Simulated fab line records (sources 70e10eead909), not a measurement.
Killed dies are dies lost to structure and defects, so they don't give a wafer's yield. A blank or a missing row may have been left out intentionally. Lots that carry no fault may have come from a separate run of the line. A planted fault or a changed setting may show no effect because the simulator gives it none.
Which tool did it? / flow nand-harc / 11 lots, 33 wafers sampled, at 5 steps of a route of 1302

== WHAT THE GAUGES READ, wafer by wafer ==
NHARC_P_GATE_CD_MEAS_46 targets a cd of 720 nm.
lot=L834; measured=day 5 22:04; on=cd-sem-03; cd-nm (nm)=717.9 718.6 719.2
lot=L836; measured=day 7 01:36; on=cd-sem-01; cd-nm (nm)=718.8 721.1 719.7
lot=L838; measured=day 7 23:55; on=cd-sem-01; cd-nm (nm)=719.8 719.8 719.9
lot=L839; measured=day 8 09:58; on=cd-sem-02; cd-nm (nm)=719.7 720.0 719.4
lot=L840; measured=day 8 17:52; on=cd-sem-02; cd-nm (nm)=716.8 717.4 718.9
lot=L841; measured=day 9 00:48; on=cd-sem-03; cd-nm (nm)=720.4 720.7 719.8
lot=L842; measured=day 9 13:58; on=cd-sem-01; cd-nm (nm)=718.9 718.0 719.3
lot=L844; measured=day 10 12:07; on=cd-sem-01; cd-nm (nm)=695.7 695.0 695.7
lot=L848; measured=day 12 01:39; on=cd-sem-03; cd-nm (nm)=721.2 719.6 722.2
lot=L852; measured=day 13 06:14; on=cd-sem-01; cd-nm (nm)=719.9 718.7 716.6
lot=L855; measured=day 14 18:02; on=cd-sem-02; cd-nm (nm)=719.9 719.0 720.3

NHARC_P_GATE_CD_MEAS_59 targets a cd of 720 nm.
lot=L834; measured=day 5 23:49; on=cd-sem-02; cd-nm (nm)=718.8 719.0 719.1
lot=L836; measured=day 7 03:14; on=cd-sem-02; cd-nm (nm)=720.9 720.4 719.1
lot=L838; measured=day 8 01:42; on=cd-sem-03; cd-nm (nm)=718.6 718.0 719.0
lot=L839; measured=day 8 11:43; on=cd-sem-03; cd-nm (nm)=720.2 720.2 720.9
lot=L840; measured=day 8 19:38; on=cd-sem-01; cd-nm (nm)=717.7 718.6 717.8
lot=L841; measured=day 9 02:33; on=cd-sem-02; cd-nm (nm)=722.3 719.2 719.5
lot=L842; measured=day 9 15:44; on=cd-sem-01; cd-nm (nm)=719.4 718.7 717.7
lot=L844; measured=day 10 13:44; on=cd-sem-03; cd-nm (nm)=718.6 716.8 719.3
lot=L848; measured=day 12 03:23; on=cd-sem-02; cd-nm (nm)=719.0 720.1 719.6
lot=L852; measured=day 13 07:59; on=cd-sem-02; cd-nm (nm)=719.1 720.3 721.1
lot=L855; measured=day 14 19:47; on=cd-sem-03; cd-nm (nm)=719.5 719.4 720.5

== WHICH TOOL RAN EACH LOT (tool, then ch and the chambers of the sampled wafers, then the start) ==
lot=L834; NHARC_P_GATE_ETCH_104=rie-diel-07 ch 2,3, day 5 10:27; NHARC_P_GATE_STRIP_101=rie-diel-10 ch 0,2, day 5 21:09; NHARC_P_GATE_EXPOSE_43=krf-scanner-03 ch 0, day 5 21:55
lot=L836; NHARC_P_GATE_ETCH_104=rie-diel-07 ch 1,3, day 6 13:45; NHARC_P_GATE_STRIP_101=rie-diel-06 ch 0,1, day 7 00:41; NHARC_P_GATE_EXPOSE_43=krf-scanner-01 ch 0, day 7 01:27
lot=L838; NHARC_P_GATE_ETCH_104=rie-diel-06 ch 0,2,3, day 7 12:17; NHARC_P_GATE_STRIP_101=rie-diel-07 ch 1,2,3, day 7 23:00; NHARC_P_GATE_EXPOSE_43=krf-scanner-01 ch 0, day 7 23:46
lot=L839; NHARC_P_GATE_ETCH_104=rie-diel-07 ch 1,2,3, day 7 22:23; NHARC_P_GATE_STRIP_101=rie-diel-10 ch 0,3, day 8 09:10; NHARC_P_GATE_EXPOSE_43=krf-scanner-01 ch 0, day 8 09:50
lot=L840; NHARC_P_GATE_ETCH_104=rie-diel-06 ch 0,1,2, day 8 06:08; NHARC_P_GATE_STRIP_101=rie-diel-07 ch 1,2, day 8 17:05; NHARC_P_GATE_EXPOSE_43=krf-scanner-01 ch 0, day 8 17:43
lot=L841; NHARC_P_GATE_ETCH_104=rie-diel-07 ch 1,2,3, day 8 13:00; NHARC_P_GATE_STRIP_101=rie-diel-07 ch 1,2, day 8 23:53; NHARC_P_GATE_EXPOSE_43=krf-scanner-02 ch 0, day 9 00:39
lot=L842; NHARC_P_GATE_ETCH_104=rie-diel-10 ch 0,1,2, day 9 02:25; NHARC_P_GATE_STRIP_101=rie-diel-06 ch 0,1,3, day 9 13:11; NHARC_P_GATE_EXPOSE_43=krf-scanner-02 ch 0, day 9 13:49
lot=L844; NHARC_P_GATE_ETCH_104=rie-diel-10 ch 0,2,3, day 10 00:31; NHARC_P_GATE_STRIP_101=rie-diel-06 ch 1,2,3, day 10 11:12; NHARC_P_GATE_EXPOSE_43=krf-scanner-01 ch 0, day 10 11:58
lot=L848; NHARC_P_GATE_ETCH_104=rie-diel-10 ch 1,2,3, day 11 13:59; NHARC_P_GATE_STRIP_101=rie-diel-07 ch 0,1,3, day 12 00:44; NHARC_P_GATE_EXPOSE_43=krf-scanner-03 ch 0, day 12 01:29
lot=L852; NHARC_P_GATE_ETCH_104=rie-diel-10 ch 0,1,2, day 12 18:37; NHARC_P_GATE_STRIP_101=rie-diel-10 ch 1,2,3, day 13 05:19; NHARC_P_GATE_EXPOSE_43=krf-scanner-01 ch 0, day 13 06:05
lot=L855; NHARC_P_GATE_ETCH_104=rie-diel-10 ch 0,1,2, day 14 04:19; NHARC_P_GATE_STRIP_101=rie-diel-06 ch 0,1,2, day 14 17:06; NHARC_P_GATE_EXPOSE_43=krf-scanner-02 ch 0, day 14 17:53
- NHARC_P_GATE_ETCH_104: etches the open film in CF4/CHF3, target depth 60 nm.
- NHARC_P_GATE_STRIP_101: strips in O2, time 20 s.
- NHARC_P_GATE_EXPOSE_43: exposes mask P NSD, target cd 720 nm.

== AS READ BY THE TOOLS THEMSELVES (means over the sampled wafers that have a number; for cases with no such wafer, the mark the record gives instead) ==
NHARC_P_GATE_ETCH_104.
lot=L834; tool=rie-diel-07; chamber-pressure-mTorr (mTorr)=24.959; drypump-motor-current-A (A)=5.6; oes-product-au (a.u.)=0.918; rf-vpp-V (V)=370.8; showerhead-plenum-p-Torr (Torr)=1.56; throttle-valve-pct (%)=16.803
lot=L836; tool=rie-diel-07; chamber-pressure-mTorr (mTorr)=25.013; drypump-motor-current-A (A)=5.6; oes-product-au (a.u.)=0.976; rf-vpp-V (V)=371.0; showerhead-plenum-p-Torr (Torr)=1.59; throttle-valve-pct (%)=16.799
lot=L838; tool=rie-diel-06; chamber-pressure-mTorr (mTorr)=25.011; drypump-motor-current-A (A)=5.8; oes-product-au (a.u.)=0.975; rf-vpp-V (V)=372.7; showerhead-plenum-p-Torr (Torr)=1.64; throttle-valve-pct (%)=16.802
lot=L839; tool=rie-diel-07; chamber-pressure-mTorr (mTorr)=25.008; drypump-motor-current-A (A)=5.6; oes-product-au (a.u.)=0.967; rf-vpp-V (V)=370.9; showerhead-plenum-p-Torr (Torr)=1.58; throttle-valve-pct (%)=16.804
lot=L840; tool=rie-diel-06; chamber-pressure-mTorr (mTorr)=25.000; drypump-motor-current-A (A)=5.6; oes-product-au (a.u.)=0.972; rf-vpp-V (V)=372.6; showerhead-plenum-p-Torr (Torr)=1.64; throttle-valve-pct (%)=16.799
lot=L841; tool=rie-diel-07; chamber-pressure-mTorr (mTorr)=24.994; drypump-motor-current-A (A)=5.6; oes-product-au (a.u.)=0.958; rf-vpp-V (V)=371.1; showerhead-plenum-p-Torr (Torr)=1.58; throttle-valve-pct (%)=16.801
lot=L842; tool=rie-diel-10; chamber-pressure-mTorr (mTorr)=25.005; drypump-motor-current-A (A)=5.4; oes-product-au (a.u.)=0.929; rf-vpp-V (V)=370.6; showerhead-plenum-p-Torr (Torr)=1.56; throttle-valve-pct (%)=16.804
lot=L844; tool=rie-diel-10; chamber-pressure-mTorr (mTorr)=25.008; drypump-motor-current-A (A)=5.5; oes-product-au (a.u.)=0.970; rf-vpp-V (V)=369.6; showerhead-plenum-p-Torr (Torr)=1.54; throttle-valve-pct (%)=16.799
lot=L848; tool=rie-diel-10; chamber-pressure-mTorr (mTorr)=25.022; drypump-motor-current-A (A)=5.4; oes-product-au (a.u.)=0.963; rf-vpp-V (V)=369.1; showerhead-plenum-p-Torr (Torr)=1.53; throttle-valve-pct (%)=16.799
lot=L852; tool=rie-diel-10; chamber-pressure-mTorr (mTorr)=25.023; drypump-motor-current-A (A)=5.4; oes-product-au (a.u.)=0.972; rf-vpp-V (V)=370.0; showerhead-plenum-p-Torr (Torr)=1.56; throttle-valve-pct (%)=16.805
lot=L855; tool=rie-diel-10; chamber-pressure-mTorr (mTorr)=25.002; drypump-motor-current-A (A)=5.4; oes-product-au (a.u.)=0.977; rf-vpp-V (V)=371.1; showerhead-plenum-p-Torr (Torr)=1.56; throttle-valve-pct (%)=16.806

NHARC_P_GATE_STRIP_101.
lot=L834; tool=rie-diel-10; chamber-pressure-mTorr (mTorr)=60.08; drypump-motor-current-A (A)=5.4; oes-product-au (a.u.)=1.008; rf-vpp-V (V)=58.1; showerhead-plenum-p-Torr (Torr)=3.55; throttle-valve-pct (%)=17.041
lot=L836; tool=rie-diel-06; chamber-pressure-mTorr (mTorr)=59.97; drypump-motor-current-A (A)=5.3; oes-product-au (a.u.)=1.007; rf-vpp-V (V)=58.4; showerhead-plenum-p-Torr (Torr)=3.75; throttle-valve-pct (%)=17.033
lot=L838; tool=rie-diel-07; chamber-pressure-mTorr (mTorr)=59.95; drypump-motor-current-A (A)=5.6; oes-product-au (a.u.)=1.003; rf-vpp-V (V)=57.6; showerhead-plenum-p-Torr (Torr)=3.53; throttle-valve-pct (%)=17.036
lot=L839; tool=rie-diel-10; chamber-pressure-mTorr (mTorr)=60.04; drypump-motor-current-A (A)=5.4; oes-product-au (a.u.)=1.010; rf-vpp-V (V)=57.7; showerhead-plenum-p-Torr (Torr)=3.55; throttle-valve-pct (%)=17.041
lot=L840; tool=rie-diel-07; chamber-pressure-mTorr (mTorr)=60.02; drypump-motor-current-A (A)=5.7; oes-product-au (a.u.)=1.006; rf-vpp-V (V)=57.5; showerhead-plenum-p-Torr (Torr)=3.48; throttle-valve-pct (%)=17.039
lot=L841; tool=rie-diel-07; chamber-pressure-mTorr (mTorr)=60.08; drypump-motor-current-A (A)=5.7; oes-product-au (a.u.)=0.999; rf-vpp-V (V)=57.8; showerhead-plenum-p-Torr (Torr)=3.48; throttle-valve-pct (%)=17.029
lot=L842; tool=rie-diel-06; chamber-pressure-mTorr (mTorr)=60.02; drypump-motor-current-A (A)=5.5; oes-product-au (a.u.)=0.998; rf-vpp-V (V)=58.2; showerhead-plenum-p-Torr (Torr)=3.75; throttle-valve-pct (%)=17.031
lot=L844; tool=rie-diel-06; chamber-pressure-mTorr (mTorr)=60.02; drypump-motor-current-A (A)=5.8; oes-product-au (a.u.)=1.002; rf-vpp-V (V)=58.3; showerhead-plenum-p-Torr (Torr)=3.69; throttle-valve-pct (%)=17.027
lot=L848; tool=rie-diel-07; chamber-pressure-mTorr (mTorr)=59.91; drypump-motor-current-A (A)=5.9; oes-product-au (a.u.)=1.009; rf-vpp-V (V)=58.5; showerhead-plenum-p-Torr (Torr)=3.63; throttle-valve-pct (%)=17.037
lot=L852; tool=rie-diel-10; chamber-pressure-mTorr (mTorr)=60.01; drypump-motor-current-A (A)=5.4; oes-product-au (a.u.)=0.998; rf-vpp-V (V)=57.4; showerhead-plenum-p-Torr (Torr)=3.43; throttle-valve-pct (%)=17.030
lot=L855; tool=rie-diel-06; chamber-pressure-mTorr (mTorr)=59.99; drypump-motor-current-A (A)=5.6; oes-product-au (a.u.)=1.000; rf-vpp-V (V)=57.5; showerhead-plenum-p-Torr (Torr)=3.67; throttle-valve-pct (%)=17.039

== THE ANSWER, worked out from the rows above alone ==
Rule: usual is defined by the lots themselves. The widest of any qualifying gaps counts: lots, ordered by their means at a reading, are off when they make up no more than a third of the lots, leave a main group of 4 or more, and stand apart from it by 3 or more times the standard deviation of that group's means. Not used: any main group whose means are identical at the precision the tables above print for the reading. Also off: a lot with no number at a reading for which 4 or more lots have one. The other lots that the step has rows for count as sound. After the gauges, taken in route order, come the tools' own readings; for these a lot's mean is taken, as printed above. The first step at which some lot is off is used, and at that step the reading that is off furthest; a lot without a number counts as furthest.
Off, at NHARC_P_GATE_CD_MEAS_46 on cd-nm: L844. The main group: mean 719.4 nm, standard deviation 0.95.
A tool fits if, at a process step before that reading, it ran every lot that is off, and no sound lot after the first of them. Gauges at NHARC_P_GATE_CD_MEAS_46: tried the same way as those tools. Of those tried, none fits.

== WHAT THE SIMULATOR PUT IN ==
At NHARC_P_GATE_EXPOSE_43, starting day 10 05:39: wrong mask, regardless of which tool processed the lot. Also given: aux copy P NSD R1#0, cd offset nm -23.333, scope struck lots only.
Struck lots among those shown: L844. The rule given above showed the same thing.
